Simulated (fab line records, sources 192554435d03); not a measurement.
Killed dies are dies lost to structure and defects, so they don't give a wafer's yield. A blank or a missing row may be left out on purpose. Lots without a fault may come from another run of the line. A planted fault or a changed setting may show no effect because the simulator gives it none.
Which tool did it? | flow n5_finfet | 24 lots, 72 wafers sampled, at 6 steps of a route of 1938

WHAT THE GAUGES READ, wafer by wafer
N5_BEOL_M3_INSPECT_13: inspects for defects (brightfield). Usual: raw_defect_count 433, standard deviation 100.
lot  | measured     | on                | raw_defect_count | flag
L074 | day 6 23:25  | defect_inspect-01 | 569 498 364      |
L075 | day 6 23:58  | defect_inspect-02 | 330 467 253      |
L076 | day 7 11:30  | defect_inspect-01 | 312 352 464      |
L077 | day 7 20:07  | defect_inspect-01 | 426 392 598      |
L078 | day 7 21:20  | defect_inspect-01 | 426 459 419      |
L079 | day 8 01:17  | defect_inspect-02 | 313 378 508      |
L080 | day 8 12:24  | defect_inspect-02 | 486 403 417      |
L081 | day 8 23:43  | defect_inspect-01 | 346 357 418      |
L082 | day 9 00:21  | defect_inspect-02 | 505 400 337      |
L083 | day 9 03:36  | defect_inspect-01 | 449 494 550      |
L084 | day 9 05:34  | defect_inspect-02 | 509 382 551      |
L085 | day 9 17:57  | defect_inspect-02 | 362 484 457      |
L086 | day 10 07:04 | defect_inspect-02 | 483 380 555      |
L087 | day 10 08:19 | defect_inspect-02 | 474 407 358      |
L088 | day 10 11:52 | defect_inspect-02 | 355 380 600      |
L089 | day 11 09:56 | defect_inspect-01 | 261 317 385      |
L090 | day 11 11:16 | defect_inspect-01 | 545 465 587      |
L091 | day 11 12:33 | defect_inspect-02 | 370 480 307      |
L093 | day 11 19:41 | defect_inspect-02 | 284 296 434      |
L092 | day 11 19:53 | defect_inspect-02 | 584 414 263      |
L095 | day 12 07:24 | defect_inspect-01 | 573 384 394      |
L094 | day 12 11:29 | defect_inspect-01 | 508 517 526      |
L097 | day 13 02:32 | defect_inspect-02 | 773 476 390      |
L096 | day 13 12:13 | defect_inspect-01 | 452 329 486      |

WHICH TOOL RAN EACH LOT (tool, then ch and the chambers of the sampled wafers, then the start)
lot  | N5_BEOL_M2_TRENCH_ETCH_37                     | N5_BEOL_M2_ANNEAL_49         | N5_BEOL_M2_PRE_CLEAN_60          | N5_BEOL_M2_CO_CAP_55             | N5_BEOL_M3_ILD_DEP_00
L074 | rie_diel-05 ch 0,1, day 6 19:23 or earlier    | pvd_sputter-03, day 6 19:23  | cvd_co-01 ch 0,1,2, day 6 21:54  | cvd_co-01 ch 0,1,2, day 6 21:56  | pecvd-03 ch 0,1,2, day 6 22:14
L075 | rie_diel-04 ch 1,2, day 6 19:54 or earlier    | pvd_sputter-01, day 6 19:54  | cvd_co-02 ch 0,1, day 6 22:29    | cvd_co-02 ch 0,1, day 6 22:31    | pecvd-02 ch 0,1, day 6 22:46
L076 | rie_diel-05 ch 0,1,3, day 7 08:03 or earlier  | pvd_sputter-01, day 7 08:03  | cvd_co-02 ch 0,2, day 7 10:34    | cvd_co-02 ch 0,2, day 7 10:37    | pecvd-03 ch 0,1,2, day 7 10:51
L077 | rie_diel-04 ch 0,1,3, day 7 15:43 or earlier  | pvd_sputter-02, day 7 15:43  | cvd_co-02 ch 1,2, day 7 18:24    | cvd_co-02 ch 1,2, day 7 18:26    | pecvd-03 ch 0,2, day 7 18:41
L078 | rie_diel-05 ch 2,3, day 7 17:52 or earlier    | pvd_sputter-01, day 7 17:52  | cvd_co-01 ch 1,2, day 7 20:22    | cvd_co-01 ch 1,2, day 7 20:24    | pecvd-02 ch 0,1, day 7 20:39
L079 | rie_diel-02 ch 0,2,3, day 7 20:40 or earlier  | pvd_sputter-01, day 7 20:40  | cvd_co-02 ch 1,2, day 7 23:11    | cvd_co-02 ch 1,2, day 7 23:13    | pecvd-03 ch 0,2, day 7 23:28
L080 | rie_diel-05 ch 0,2, day 8 07:47 or earlier    | pvd_sputter-02, day 8 07:47  | cvd_co-02 ch 0,2, day 8 10:21    | cvd_co-02 ch 0,2, day 8 10:23    | pecvd-02 ch 0,2, day 8 10:38
L081 | rie_diel-05 ch 0,2,3, day 8 19:05 or earlier  | pvd_sputter-01, day 8 19:05  | cvd_co-02 ch 1,2, day 8 21:40    | cvd_co-02 ch 1,2, day 8 21:43    | pecvd-03 ch 0,1,2, day 8 21:58
L082 | rie_diel-02 ch 1,2,3, day 8 20:21 or earlier  | pvd_sputter-02, day 8 20:21  | cvd_co-02 ch 0,1,2, day 8 22:51  | cvd_co-02 ch 0,1,2, day 8 22:53  | pecvd-03 ch 1,2, day 8 23:08
L083 | rie_diel-05 ch 0,1,2, day 8 23:23 or earlier  | pvd_sputter-03, day 8 23:23  | cvd_co-02 ch 0,1,2, day 9 01:53  | cvd_co-02 ch 0,1,2, day 9 01:56  | pecvd-02 ch 1,2, day 9 02:10
L084 | rie_diel-04 ch 0,2, day 9 00:49 or earlier    | pvd_sputter-02, day 9 00:49  | cvd_co-01 ch 1,2, day 9 03:19    | cvd_co-01 ch 1,2, day 9 03:21    | pecvd-03 ch 0,2, day 9 03:37
L085 | rie_diel-04 ch 0,2,3, day 9 14:14 or earlier  | pvd_sputter-03, day 9 14:14  | cvd_co-02 ch 0,1,2, day 9 16:53  | cvd_co-02 ch 0,1,2, day 9 16:56  | pecvd-02 ch 0,1,2, day 9 17:10
L086 | rie_diel-05 ch 0,1,3, day 10 00:17 or earlier | pvd_sputter-02, day 10 00:17 | cvd_co-02 ch 0,2, day 10 03:31   | cvd_co-02 ch 0,2, day 10 03:33   | pecvd-03 ch 0,1, day 10 03:48
L087 | rie_diel-04 ch 1,3, day 10 04:34 or earlier   | pvd_sputter-03, day 10 04:34 | cvd_co-02 ch 0,1, day 10 07:04   | cvd_co-02 ch 0,1, day 10 07:07   | pecvd-04 ch 0,1, day 10 07:23
L088 | rie_diel-05 ch 0,1, day 10 08:25 or earlier   | pvd_sputter-02, day 10 08:25 | cvd_co-01 ch 0,1,2, day 10 10:55 | cvd_co-01 ch 0,1,2, day 10 10:58 | pecvd-04 ch 0,1, day 10 11:13
L089 | rie_diel-05 ch 1,2,3, day 11 04:13 or earlier | pvd_sputter-02, day 11 04:13 | cvd_co-02 ch 0,1,2, day 11 07:14 | cvd_co-02 ch 0,1,2, day 11 07:17 | pecvd-03 ch 0,1, day 11 07:32
L090 | rie_diel-05 ch 1,3, day 11 07:14 or earlier   | pvd_sputter-01, day 11 07:14 | cvd_co-01 ch 0,1,2, day 11 09:58 | cvd_co-01 ch 0,1,2, day 11 10:00 | pecvd-04 ch 0,1,2, day 11 10:16
L091 | rie_diel-04 ch 1,2,3, day 11 08:40 or earlier | pvd_sputter-03, day 11 08:40 | cvd_co-01 ch 0,2, day 11 11:36   | cvd_co-01 ch 0,2, day 11 11:38   | pecvd-04 ch 0,2, day 11 11:55
L093 | rie_diel-05 ch 1,2,3, day 11 12:53 or earlier | pvd_sputter-03, day 11 12:53 | cvd_co-01 ch 0,2, day 11 16:02   | cvd_co-01 ch 0,2, day 11 16:05   | pecvd-04 ch 0,1,2, day 11 16:19
L092 | rie_diel-05 ch 0,1,3, day 11 15:00 or earlier | pvd_sputter-01, day 11 15:00 | cvd_co-01 ch 0,1,2, day 11 17:59 | cvd_co-01 ch 0,1,2, day 11 18:02 | pecvd-02 ch 0,1,2, day 11 18:17
L095 | rie_diel-04 ch 0,2,3, day 12 03:02 or earlier | pvd_sputter-03, day 12 03:02 | cvd_co-01 ch 0,1, day 12 05:49   | cvd_co-01 ch 0,1, day 12 05:52   | pecvd-03 ch 0,1, day 12 06:07
L094 | rie_diel-02 ch 0,3, day 12 05:40 or earlier   | pvd_sputter-03, day 12 05:40 | cvd_co-02 ch 1,2, day 12 08:25   | cvd_co-02 ch 1,2, day 12 08:28   | pecvd-02 ch 0,1, day 12 08:43
L097 | rie_diel-04 ch 1,2,3, day 12 15:50 or earlier | pvd_sputter-01, day 12 15:50 | cvd_co-01 ch 0,1,2, day 12 18:39 | cvd_co-01 ch 0,1,2, day 12 18:41 | pecvd-04 ch 0,2, day 12 18:56
L096 | rie_diel-02 ch 1,3, day 12 18:39 or earlier   | pvd_sputter-02, day 12 18:39 | cvd_co-01 ch 0,1, day 13 10:53   | cvd_co-01 ch 0,1, day 13 10:55   | pecvd-03 ch 1, day 13 11:10
- N5_BEOL_M2_TRENCH_ETCH_37: etches SiOC in C4F6/O2, target depth 55.555 nm, time 29.2 s.
- N5_BEOL_M2_ANNEAL_49: time 240 s.
- N5_BEOL_M2_PRE_CLEAN_60: time 15 s.
- N5_BEOL_M2_CO_CAP_55: material Co, precursor CCTBA/H2, target thk 2 nm, time 102.1 s.
- N5_BEOL_M3_ILD_DEP_00: deposits SiOC from DEMS/O2, target thk 79 nm, time 15.3 s.

WHAT THE TOOLS THEMSELVES READ (means of the sampled wafers that have a number; where no wafer has one, the mark that the record gives instead)
N5_BEOL_M2_TRENCH_ETCH_37. Usual: O2_flow_sccm 9.998 sccm, standard deviation 0.029; drypump_motor_current_A 5.7 A, standard deviation 0.46; oes_f_703_au 0.83 a.u., standard deviation 0.087; oes_product_au 0.83 a.u., standard deviation 0.091; rf_fwd_power_W 350.4 W, standard deviation 1.6; rf_vpp_V 669 V, standard deviation 11; showerhead_plenum_p_Torr 2.86 Torr, standard deviation 0.095; throttle_valve_pct 20.75 %, standard deviation 0.2.
lot  | tool        | O2_flow_sccm (sccm) | drypump_motor_current_A (A) | oes_f_703_au (a.u.) | oes_product_au (a.u.) | rf_fwd_power_W (W) | rf_vpp_V (V) | showerhead_plenum_p_Torr (Torr) | throttle_valve_pct (%) | flag
L074 | rie_diel-05 | 9.989               | 5.7                         | 0.90                | 0.90                  | 351.6              | 662          | 2.78                            | 20.73                  |
L075 | rie_diel-04 | 10.013              | 5.7                         | 0.77                | 0.78                  | 350.9              | 670          | 2.84                            | 20.81                  |
L076 | rie_diel-05 | 9.977               | 5.5                         | 0.90                | 0.90                  | 350.0              | 664          | 2.86                            | 20.73                  |
L077 | rie_diel-04 | 9.955               | 5.7                         | 0.75                | 0.77                  | 350.4              | 678          | 2.87                            | 20.67                  |
L078 | rie_diel-05 | 10.000              | 5.6                         | 0.83                | 0.82                  | 349.0              | 665          | 3.00                            | 20.92                  |
L079 | rie_diel-02 | 10.018              | 5.9                         | 0.83                | 0.82                  | 349.5              | 674          | 2.87                            | 20.59                  |
L080 | rie_diel-05 | 10.020              | 6.3                         | 0.77                | 0.76                  | 350.0              | 656          | 2.88                            | 21.04                  |
L081 | rie_diel-05 | 10.009              | 5.8                         | 0.82                | 0.83                  | 349.2              | 662          | 2.91                            | 20.89                  |
L082 | rie_diel-02 | 10.022              | 5.7                         | 0.86                | 0.86                  | 350.7              | 666          | 2.92                            | 20.54                  |
L083 | rie_diel-05 | 9.968               | 6.0                         | 0.81                | 0.81                  | 350.8              | 660          | 2.82                            | 20.90                  |
L084 | rie_diel-04 | 10.006              | 5.6                         | 0.77                | 0.78                  | 350.4              | 675          | 2.80                            | 20.72                  |
L085 | rie_diel-04 | 10.023              | 5.8                         | 0.77                | 0.78                  | 349.2              | 675          | 2.83                            | 20.68                  |
L086 | rie_diel-05 | 10.001              | 5.5                         | 0.86                | 0.86                  | 350.3              | 665          | 2.85                            | 20.76                  |
L087 | rie_diel-04 | 9.983               | 6.1                         | 0.75                | 0.77                  | 349.5              | 671          | 2.90                            | 20.77                  |
L088 | rie_diel-05 | 10.019              | 5.7                         | 0.86                | 0.86                  | 349.2              | 661          | 2.77                            | 20.74                  |
L089 | rie_diel-05 | 9.991               | 5.8                         | 0.88                | 0.88                  | 351.2              | 662          | 2.90                            | 20.86                  |
L090 | rie_diel-05 | 9.983               | 5.3                         | 0.84                | 0.84                  | 351.0              | 667          | 2.93                            | 20.83                  |
L091 | rie_diel-04 | 9.988               | 5.8                         | 0.85                | 0.86                  | 349.8              | 670          | 2.86                            | 20.72                  |
L093 | rie_diel-05 | 10.004              | 5.8                         | 0.87                | 0.87                  | 351.5              | 662          | 2.90                            | 20.85                  |
L092 | rie_diel-05 | 9.987               | 5.5                         | 0.84                | 0.84                  | 351.1              | 664          | 2.84                            | 20.79                  |
L095 | rie_diel-04 | 10.004              | 5.8                         | 0.84                | 0.85                  | 350.2              | 676          | 2.82                            | 20.60                  |
L094 | rie_diel-02 | 9.990               | 5.8                         | 0.74                | 0.75                  | 348.8              | 688          | 2.76                            | 20.73                  |
L097 | rie_diel-04 | 10.011              | 5.9                         | 0.83                | 0.83                  | 349.5              | 670          | 2.85                            | 20.74                  |
L096 | rie_diel-02 | 9.975               | 5.4                         | 0.82                | 0.82                  | 350.8              | 673          | 2.87                            | 20.64                  |

N5_BEOL_M2_ANNEAL_49. Usual: heater_power_w 822 W, standard deviation 84.
lot  | tool           | heater_power_w (W) | flag
L074 | pvd_sputter-03 | 794                |
L075 | pvd_sputter-01 | 749                |
L076 | pvd_sputter-01 | 684                |
L077 | pvd_sputter-02 | 867                |
L078 | pvd_sputter-01 | 753                |
L079 | pvd_sputter-01 | 755                |
L080 | pvd_sputter-02 | 809                |
L081 | pvd_sputter-01 | 753                |
L082 | pvd_sputter-02 | 852                |
L083 | pvd_sputter-03 | 838                |
L084 | pvd_sputter-02 | 808                |
L085 | pvd_sputter-03 | 838                |
L086 | pvd_sputter-02 | 874                |
L087 | pvd_sputter-03 | 879                |
L088 | pvd_sputter-02 | 869                |
L089 | pvd_sputter-02 | 799                |
L090 | pvd_sputter-01 | 819                |
L091 | pvd_sputter-03 | 808                |
L093 | pvd_sputter-03 | 863                |
L092 | pvd_sputter-01 | 750                |
L095 | pvd_sputter-03 | 871                |
L094 | pvd_sputter-03 | 843                |
L097 | pvd_sputter-01 | 810                |
L096 | pvd_sputter-02 | 856                |

N5_BEOL_M2_PRE_CLEAN_60. Usual: heater_power_w 86 W, standard deviation 10; rf_fwd_power_W 296.9 W, standard deviation 1.4.
lot  | tool      | heater_power_w (W) | rf_fwd_power_W (W) | flag
L074 | cvd_co-01 | 87                 | 297.1              |
L075 | cvd_co-02 | 74                 | 296.7              |
L076 | cvd_co-02 | 91                 | 298.4              |
L077 | cvd_co-02 | 86                 | 296.8              |
L078 | cvd_co-01 | 85                 | 294.8              |
L079 | cvd_co-02 | 95                 | 297.6              |
L080 | cvd_co-02 | 91                 | 296.7              |
L081 | cvd_co-02 | 96                 | 298.0              |
L082 | cvd_co-02 | 84                 | 298.4              |
L083 | cvd_co-02 | 84                 | 297.0              |
L084 | cvd_co-01 | 88                 | 295.9              |
L085 | cvd_co-02 | 84                 | 297.8              |
L086 | cvd_co-02 | 82                 | 296.2              |
L087 | cvd_co-02 | 77                 | 296.9              |
L088 | cvd_co-01 | 87                 | 297.1              |
L089 | cvd_co-02 | 84                 | 296.6              |
L090 | cvd_co-01 | 87                 | 296.6              |
L091 | cvd_co-01 | 89                 | 297.1              |
L093 | cvd_co-01 | 92                 | 299.3              |
L092 | cvd_co-01 | 89                 | 296.8              |
L095 | cvd_co-01 | 85                 | 295.7              |
L094 | cvd_co-02 | 95                 | 297.6              |
L097 | cvd_co-01 | 87                 | 296.0              |
L096 | cvd_co-01 | 89                 | 295.7              |

N5_BEOL_M2_CO_CAP_55. Usual: heater_power_w 237 W, standard deviation 12.
lot  | tool      | heater_power_w (W) | flag
L074 | cvd_co-01 | 238                |
L075 | cvd_co-02 | 223                |
L076 | cvd_co-02 | 241                |
L077 | cvd_co-02 | 237                |
L078 | cvd_co-01 | 236                |
L079 | cvd_co-02 | 247                |
L080 | cvd_co-02 | 244                |
L081 | cvd_co-02 | 249                |
L082 | cvd_co-02 | 240                |
L083 | cvd_co-02 | 231                |
L084 | cvd_co-01 | 238                |
L085 | cvd_co-02 | 233                |
L086 | cvd_co-02 | 231                |
L087 | cvd_co-02 | 227                |
L088 | cvd_co-01 | 239                |
L089 | cvd_co-02 | 235                |
L090 | cvd_co-01 | 242                |
L091 | cvd_co-01 | 240                |
L093 | cvd_co-01 | 244                |
L092 | cvd_co-01 | 240                |
L095 | cvd_co-01 | 234                |
L094 | cvd_co-02 | 243                |
L097 | cvd_co-01 | 241                |
L096 | cvd_co-01 | 236                |

N5_BEOL_M3_ILD_DEP_00. Usual: heater_power_w 501 W, standard deviation 78; rf_fwd_power_W 494.0 W, standard deviation 2; showerhead_plenum_p_Torr 5.688 Torr, standard deviation 0.014; throttle_valve_pct 11.8 %, standard deviation 0.6.
lot  | tool     | heater_power_w (W) | rf_fwd_power_W (W) | showerhead_plenum_p_Torr (Torr) | throttle_valve_pct (%) | flag
L074 | pecvd-03 | 487                | 493.6              | 5.688                           | 11.5                   |
L075 | pecvd-02 | 582                | 494.9              | 5.697                           | 12.7                   |
L076 | pecvd-03 | 503                | 493.1              | 5.683                           | 11.7                   |
L077 | pecvd-03 | 528                | 493.6              | 5.687                           | 11.4                   |
L078 | pecvd-02 | 504                | 497.4              | 5.701                           | 12.5                   |
L079 | pecvd-03 | 514                | 494.7              | 5.696                           | 11.5                   |
L080 | pecvd-02 | 547                | 493.2              | 5.686                           | 11.8                   |
L081 | pecvd-03 | 492                | 493.1              | 5.678                           | 11.6                   |
L082 | pecvd-03 | 446                | 495.4              | 5.684                           | 11.8                   |
L083 | pecvd-02 | 624                | 494.7              | 5.699                           | 12.0                   |
L084 | pecvd-03 | 501                | 494.3              | 5.684                           | 11.3                   |
L085 | pecvd-02 | 560                | 494.2              | 5.692                           | 12.3                   |
L086 | pecvd-03 | 503                | 492.7              | 5.677                           | 11.9                   |
L087 | pecvd-04 | 462                | 493.0              | 5.681                           | 12.2                   |
L088 | pecvd-04 | 458                | 491.7              | 5.695                           | 12.2                   |
L089 | pecvd-03 | 503                | 491.0              | 5.674                           | 12.0                   |
L090 | pecvd-04 | 439                | 494.8              | 5.687                           | 11.8                   |
L091 | pecvd-04 | 448                | 493.0              | 5.703                           | 11.4                   |
L093 | pecvd-04 | 415                | 494.2              | 5.688                           | 11.8                   |
L092 | pecvd-02 | 553                | 495.1              | 5.692                           | 12.1                   |
L095 | pecvd-03 | 535                | 494.5              | 5.682                           | 11.7                   |
L094 | pecvd-02 | 507                | 496.0              | 5.688                           | 12.5                   |
L097 | pecvd-04 | 423                | 493.9              | 5.694                           | 11.4                   |
L096 | pecvd-03 | 506                | 491.5              | 5.678                           | 12.0                   |

THE ANSWER, worked out from the rows above alone
Rule: a lot is off if the mean of its wafers that have a number lies more than 3 standard deviations from the usual mean. A lot without any number at a reading at which 4 lots or more have one is off too. The other lots that the step has rows for count as sound. The gauges are gone through in route order, then the tools' own readings, and for those a lot's mean is taken as printed above. The first step at which some lot is off is used, and at that step the reading that is off furthest; a lot without a number counts as furthest.
No lot is off at any reading shown: from this, nothing can be told.

WHAT THE SIMULATOR HAD PUT IN
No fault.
